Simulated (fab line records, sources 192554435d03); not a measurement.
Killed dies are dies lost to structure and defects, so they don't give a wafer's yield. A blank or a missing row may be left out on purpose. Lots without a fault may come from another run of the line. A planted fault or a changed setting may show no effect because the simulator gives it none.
Chamber matching | flow n5_finfet | N5_BEOL_M2_CO_CAP_55 on cvd_co-01: 3 sister chambers
The step material Co, precursor CCTBA/H2, target thk 2 nm, time 102.1 s. 6 wafers are shown with their chamber, then 12 later ones without.

WAFERS WITH THEIR CHAMBER
wafer  | chamber | heater_power_w (W)
L084.4 | 1       | 221
L085.1 | 0       | 263
L085.6 | 0       | 255
L087.2 | 2       | 263
L087.3 | 1       | 217
L087.6 | 2       | 259

WAFERS WITHOUT THEIR CHAMBER
wafer  | heater_power_w (W)
L089.2 | 256
L089.4 | 258
L089.6 | 213
L091.1 | 254
L091.2 | 215
L091.4 | 269
L094.2 | 257
L094.3 | 219
L094.5 | 264
L096.4 | 214
L096.5 | 264
L096.6 | 261

WHICH CHAMBER EACH WENT THROUGH
wafer  | from the rows above     | in truth
L089.2 | can't be placed: 0 or 2 | 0
L089.4 | can't be placed: 0 or 2 | 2
L089.6 | 1                       | 1
L091.1 | can't be placed: 0 or 2 | 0
L091.2 | 1                       | 1
L091.4 | can't be placed: 2 or 0 | 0
L094.2 | can't be placed: 0 or 2 | 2
L094.3 | 1                       | 1
L094.5 | can't be placed: 2 or 0 | 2
L096.4 | 1                       | 1
L096.5 | can't be placed: 2 or 0 | 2
L096.6 | can't be placed: 2 or 0 | 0
Placed correctly: 4 of 12. Can't be placed from these rows: 8 (the true chamber is among the candidates in 8). Placed wrongly: 0.
How it was worked out, from the rows above alone: a wafer's distance from a chamber is the root of the sum, over the readings, of the square of ((its reading less the chamber's mean) divided by the reading's scatter). The wafer belongs to the nearest chamber; if the next one is less than 2 further off, it can't be placed. A chamber's mean is the mean of its shown wafers. The scatter: the root of (the sum of the squares of (reading less its chamber's mean) over the shown wafers, divided by (wafers less chambers)).
